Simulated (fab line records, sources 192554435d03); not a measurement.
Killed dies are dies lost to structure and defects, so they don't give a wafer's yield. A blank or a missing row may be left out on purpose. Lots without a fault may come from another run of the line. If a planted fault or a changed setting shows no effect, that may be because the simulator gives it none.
The tool behind it: which one? | flow n5_finfet | 72 wafers from 24 lots sampled at 5 of the route's 1938 steps

WHAT THE GAUGES READ, wafer by wafer
N5_DUMMY_GATE_CD_MEAS_50 targets a cd of 14 nm.
lot  | measured    | on        | cd_nm (nm)
L074 | day 2 20:55 | cd_sem-03 | 14.11 14.27 14.11
L075 | day 3 03:01 | cd_sem-02 | 13.93 13.83 14.20
L076 | day 3 10:37 | cd_sem-03 | 13.71 13.91 14.59
L077 | day 3 15:25 | cd_sem-01 | 13.99 14.33 13.89
L078 | day 3 23:31 | cd_sem-02 | 14.31 13.88 14.00
L079 | day 4 03:53 | cd_sem-01 | 13.78 13.62 14.06
L080 | day 4 10:55 | cd_sem-01 | 13.69 13.76 14.08
L081 | day 4 16:14 | cd_sem-01 | 13.83 14.03 13.86
L082 | day 4 21:29 | cd_sem-03 | 14.20 14.29 14.26
L083 | day 5 06:18 | cd_sem-02 | 13.89 13.84 13.46
L084 | day 5 10:55 | cd_sem-01 | 14.15 13.99 13.59
L085 | day 5 20:12 | cd_sem-02 | 13.90 14.41 14.10
L086 | day 5 23:50 | cd_sem-01 | 13.72 14.17 14.06
L087 | day 6 04:56 | cd_sem-03 | 13.82 14.21 13.39
L088 | day 6 11:53 | cd_sem-01 | 13.59 14.04 13.88
L089 | day 6 18:08 | cd_sem-03 | 14.41 14.23 14.05
L090 | day 7 02:31 | cd_sem-01 | 14.02 14.29 13.64
L091 | day 7 09:39 | cd_sem-03 | 13.83 14.19 13.68
L092 | day 7 10:20 | cd_sem-02 | 14.31 14.75 14.34
L093 | day 7 20:40 | cd_sem-02 | 14.15 13.81 13.84
L094 | day 7 23:28 | cd_sem-02 | 13.35 13.86 13.90
L095 | day 8 05:00 | cd_sem-02 | 13.77 13.86 13.70
L096 | day 8 09:54 | cd_sem-02 | 13.57 13.93 13.65
L097 | day 8 18:43 | cd_sem-01 | 14.00 13.98 13.89

N5_SPACER0_INSPECT_04: inspects for defects (darkfield).
lot  | measured    | on                | raw_defect_count
L074 | day 2 22:23 | defect_inspect-02 | 110 113 127
L075 | day 3 04:33 | defect_inspect-01 | 116 157 61
L076 | day 3 12:16 | defect_inspect-02 | 134 122 100
L077 | day 3 17:02 | defect_inspect-01 | 97 173 68
L078 | day 4 01:19 | defect_inspect-02 | 114 70 104
L079 | day 4 05:16 | defect_inspect-02 | 166 164 141
L080 | day 4 12:39 | defect_inspect-02 | 139 92 123
L081 | day 4 18:21 | defect_inspect-01 | 132 162 99
L082 | day 4 22:53 | defect_inspect-02 | 138 100 126
L083 | day 5 07:41 | defect_inspect-02 | 107 115 139
L084 | day 5 12:26 | defect_inspect-02 | 146 171 178
L085 | day 5 21:35 | defect_inspect-02 | 155 164 87
L086 | day 6 01:13 | defect_inspect-01 | 101 114 80
L087 | day 6 06:24 | defect_inspect-01 | 87 142 103
L088 | day 6 13:22 | defect_inspect-01 | 95 119 106
L089 | day 6 19:32 | defect_inspect-01 | 121 106 123
L090 | day 7 03:55 | defect_inspect-02 | 116 94 123
L091 | day 7 11:37 | defect_inspect-01 | 133 115 112
L092 | day 7 12:13 | defect_inspect-02 | 161 93 142
L093 | day 7 22:04 | defect_inspect-01 | 180 223 215
L094 | day 8 00:53 | defect_inspect-02 | 110 97 168
L095 | day 8 07:04 | defect_inspect-01 | 150 174 164
L096 | day 8 12:19 | defect_inspect-02 | 196 207 139
L097 | day 8 21:21 | defect_inspect-02 | 107 151 108

N5_SD_EPI_P_INSPECT_26: inspects for defects (darkfield).
lot  | measured    | on                | raw_defect_count
L074 | day 3 07:57 | defect_inspect-02 | 164 160 193
L075 | day 3 14:17 | defect_inspect-02 | 186 231 199
L076 | day 3 21:02 | defect_inspect-01 | 172 210 153
L077 | day 4 01:34 | defect_inspect-02 | 148 267 109
L078 | day 4 10:17 | defect_inspect-01 | 175 139 169
L079 | day 4 13:55 | defect_inspect-01 | 166 187 185
L080 | day 4 21:48 | defect_inspect-02 | 254 120 186
L081 | day 5 05:04 | defect_inspect-01 | 145 131 133
L082 | day 5 07:38 | defect_inspect-02 | 287 245 223
L083 | day 5 16:22 | defect_inspect-02 | 157 155 160
L084 | day 5 22:00 | defect_inspect-01 | 181 208 216
L085 | day 6 08:12 | defect_inspect-01 | 148 126 88
L086 | day 6 09:55 | defect_inspect-01 | 192 167 147
L087 | day 6 15:59 | defect_inspect-01 | 125 162 127
L088 | day 6 23:28 | defect_inspect-01 | 143 129 113
L089 | day 7 05:07 | defect_inspect-02 | 217 176 214
L090 | day 7 14:23 | defect_inspect-01 | 145 151 142
L091 | day 8 00:20 | defect_inspect-01 | 210 187 177
L092 | day 7 21:31 | defect_inspect-02 | 206 170 186
L093 | day 8 06:28 | defect_inspect-01 | 133 133 181
L094 | day 8 09:32 | defect_inspect-01 | 99 157 229
L095 | day 8 15:50 | defect_inspect-02 | 251 254 243
L096 | day 8 21:44 | defect_inspect-02 | 238 208 144
L097 | day 9 05:53 | defect_inspect-02 | 133 183 205

WHICH TOOL RAN EACH LOT (tool, then ch and the chambers of the sampled wafers, then the start)
lot  | N5_DUMMY_GATE_ETCH_31             | N5_SD_EPI_P_STRIP_40
L074 | rie_diel-02 ch 0,1,2, day 2 20:59 | plasma_asher-01 ch 0,1, day 3 05:04
L075 | rie_diel-06 ch 0,3, day 3 03:05   | plasma_asher-01 ch 0,1, day 3 10:34
L076 | rie_diel-05 ch 1,3, day 3 10:50   | plasma_asher-01 ch 0,1, day 3 18:09
L077 | rie_diel-06 ch 0,1, day 3 15:41   | plasma_asher-02 ch 0,1, day 3 22:40
L078 | rie_diel-05 ch 0,1,3, day 3 23:36 | plasma_asher-01 ch 0,1, day 4 07:25
L079 | rie_diel-05 ch 0,2,3, day 4 03:56 | plasma_asher-01 ch 0,1, day 4 11:02
L080 | rie_diel-06 ch 0,1, day 4 11:05   | plasma_asher-02 ch 0,1, day 4 18:55
L081 | rie_diel-02 ch 1,2,3, day 4 16:20 | plasma_asher-01 ch 1, day 5 01:20
L082 | rie_diel-02 ch 0,1,2, day 4 21:32 | plasma_asher-02 ch 0,1, day 5 04:44
L083 | rie_diel-06 ch 0,1, day 5 06:21   | plasma_asher-02 ch 0,1, day 5 13:28
L084 | rie_diel-02 ch 0,2, day 5 10:58   | plasma_asher-01 ch 0,1, day 5 19:07
L085 | rie_diel-02 ch 0,2,3, day 5 20:15 | plasma_asher-02 ch 0,1, day 6 04:28
L086 | rie_diel-02 ch 0,1, day 5 23:53   | plasma_asher-01 ch 0,1, day 6 07:00
L087 | rie_diel-02 ch 1,3, day 6 04:58   | plasma_asher-01 ch 0,1, day 6 13:07
L088 | rie_diel-02 ch 0,2, day 6 11:56   | plasma_asher-01 ch 0,1, day 6 19:45
L089 | rie_diel-02 ch 0,2,3, day 6 18:11 | plasma_asher-01 ch 0,1, day 7 02:14
L090 | rie_diel-06 ch 1,2,3, day 7 02:34 | plasma_asher-01 ch 0,1, day 7 11:29
L091 | rie_diel-05 ch 2,3, day 7 09:52   | plasma_asher-01 ch 0, day 7 19:29
L092 | rie_diel-02 ch 0,1,2, day 7 10:23 | plasma_asher-01 ch 0,1, day 7 18:38
L093 | rie_diel-02 ch 1,2, day 7 20:43   | plasma_asher-01 ch 0,1, day 8 03:36
L094 | rie_diel-06 ch 0,1,2, day 7 23:31 | plasma_asher-02 ch 0,1, day 8 06:38
L095 | rie_diel-06 ch 0,1,2, day 8 05:02 | plasma_asher-01 ch 0,1, day 8 12:56
L096 | rie_diel-02 ch 0,1,2, day 8 09:57 | plasma_asher-01 ch 0,1, day 8 18:50
L097 | rie_diel-05 ch 2,3, day 8 18:47   | plasma_asher-02 ch 0,1, day 9 03:00
- N5_DUMMY_GATE_ETCH_31: etches SiO2 in C4F6/O2, target depth 82.5 nm, time 27.5 s.
- N5_SD_EPI_P_STRIP_40: strips in N2/H2.

WHAT THE TOOLS THEMSELVES READ (means of the sampled wafers that have a number; where no wafer has one, the mark that the record gives instead)
N5_DUMMY_GATE_ETCH_31.
lot  | tool        | drypump_motor_current_A (A) | oes_ar_750_au (a.u.) | oes_product_au (a.u.) | rf_vpp_V (V) | showerhead_plenum_p_Torr (Torr) | throttle_valve_pct (%)
L074 | rie_diel-02 | 5.7                         | 0.80                 | 0.80                  | 665          | 2.90                            | 21.19
L075 | rie_diel-06 | 5.5                         | 0.75                 | 0.75                  | 662          | 2.80                            | 21.08
L076 | rie_diel-05 | 5.5                         | 0.70                 | 0.69                  | 663          | 2.82                            | 21.38
L077 | rie_diel-06 | 5.8                         | 0.81                 | 0.81                  | 668          | 2.77                            | 21.41
L078 | rie_diel-05 | 5.7                         | 0.72                 | 0.71                  | 663          | 2.83                            | 21.32
L079 | rie_diel-05 | 5.9                         | 0.73                 | 0.73                  | 665          | 2.88                            | 21.13
L080 | rie_diel-06 | 5.9                         | 0.80                 | 0.81                  | 668          | 2.76                            | 21.43
L081 | rie_diel-02 | 5.8                         | 0.80                 | 0.81                  | 669          | 2.87                            | 21.22
L082 | rie_diel-02 | 5.7                         | 0.78                 | 0.78                  | 665          | 2.90                            | 21.21
L083 | rie_diel-06 | 5.8                         | 0.82                 | 0.82                  | 664          | 2.88                            | 21.30
L084 | rie_diel-02 | 5.5                         | 0.77                 | 0.78                  | 664          | 2.82                            | 21.07
L085 | rie_diel-02 | 5.4                         | 0.77                 | 0.76                  | 666          | 2.84                            | 21.12
L086 | rie_diel-02 | 6.0                         | 0.78                 | 0.77                  | 667          | 2.97                            | 21.36
L087 | rie_diel-02 | 5.8                         | 0.78                 | 0.78                  | 671          | 2.89                            | 21.30
L088 | rie_diel-02 | 5.4                         | 0.75                 | 0.74                  | 663          | 2.87                            | 21.11
L089 | rie_diel-02 | 5.5                         | 0.76                 | 0.75                  | 666          | 2.84                            | 21.13
L090 | rie_diel-06 | 5.7                         | 0.73                 | 0.73                  | 662          | 2.69                            | 21.38
L091 | rie_diel-05 | 5.7                         | 0.88                 | 0.88                  | 666          | 2.85                            | 21.01
L092 | rie_diel-02 | 5.7                         | 0.77                 | 0.77                  | 665          | 2.89                            | 21.23
L093 | rie_diel-02 | 5.8                         | 0.79                 | 0.79                  | 665          | 2.83                            | 21.19
L094 | rie_diel-06 | 5.9                         | 0.77                 | 0.77                  | 662          | 2.78                            | 21.43
L095 | rie_diel-06 | 5.8                         | 0.77                 | 0.77                  | 662          | 2.78                            | 21.43
L096 | rie_diel-02 | 5.7                         | 0.76                 | 0.76                  | 664          | 2.88                            | 21.24
L097 | rie_diel-05 | 5.7                         | 0.86                 | 0.86                  | 666          | 2.85                            | 21.01

N5_SD_EPI_P_STRIP_40.
lot  | tool            | drypump_motor_current_A (A) | h2_flow_sccm (sccm) | heater_power_w (W) | n2_flow_sccm (sccm) | oes_product_au (a.u.)
L074 | plasma_asher-01 | 5.7                         | 3252                | 342                | 1749                | 0.759
L075 | plasma_asher-01 | 5.3                         | 3249                | 338                | 1749                | 0.761
L076 | plasma_asher-01 | 5.7                         | 3245                | 354                | 1744                | 0.768
L077 | plasma_asher-02 | 5.5                         | 3251                | 314                | 1753                | 0.755
L078 | plasma_asher-01 | 5.7                         | 3244                | 346                | 1748                | 0.770
L079 | plasma_asher-01 | 5.6                         | 3252                | 353                | 1752                | 0.767
L080 | plasma_asher-02 | 5.3                         | 3243                | 330                | 1752                | 0.763
L081 | plasma_asher-01 | 6.0                         | 3243                | 362                | 1746                | 0.764
L082 | plasma_asher-02 | 5.2                         | 3253                | 330                | 1750                | 0.770
L083 | plasma_asher-02 | 5.5                         | 3244                | 310                | 1751                | 0.765
L084 | plasma_asher-01 | 5.7                         | 3243                | 346                | 1756                | 0.763
L085 | plasma_asher-02 | 5.2                         | 3251                | 337                | 1756                | 0.769
L086 | plasma_asher-01 | 5.3                         | 3253                | 341                | 1749                | 0.755
L087 | plasma_asher-01 | 5.7                         | 3249                | 349                | 1755                | 0.757
L088 | plasma_asher-01 | 5.7                         | 3255                | 347                | 1746                | 0.763
L089 | plasma_asher-01 | 5.6                         | 3247                | 355                | 1750                | 0.765
L090 | plasma_asher-01 | 5.6                         | 3248                | 345                | 1748                | 0.759
L091 | plasma_asher-01 | 4.9                         | 3257                | 325                | 1750                | 0.767
L092 | plasma_asher-01 | 5.6                         | 3257                | 352                | 1749                | 0.771
L093 | plasma_asher-01 | 5.3                         | 3243                | 337                | 1754                | 0.760
L094 | plasma_asher-02 | 5.5                         | 3245                | 319                | 1749                | 0.750
L095 | plasma_asher-01 | 5.7                         | 3251                | 355                | 1753                | 0.754
L096 | plasma_asher-01 | 5.3                         | 3251                | 343                | 1749                | 0.767
L097 | plasma_asher-02 | 5.3                         | 3255                | 334                | 1754                | 0.765

THE ANSWER, worked out from the rows above alone
Rule: the lots themselves supply what counts as usual. Put in order of their means at a reading, lots are off if they are a third of the lots or fewer, leave a main group of 4 or more, and stand apart from it by a gap of 3 or more times the standard deviation of the main group's means; of several such gaps the widest counts. If all means in a main group match to the digits the tables above print for the reading, that group is not used. Also off: a lot with no number at a reading for which 4 or more lots have one. All remaining lots with rows at the step are treated as sound. The gauges are gone through in route order, then the tools' own readings, and for those a lot's mean is taken as printed above. At the first step where some lot is off, the reading lying furthest off is the one used; lots without a number count as furthest.
Nothing can be told from this: no lot is off at any reading shown.

WHAT THE SIMULATOR HAD INSERTED
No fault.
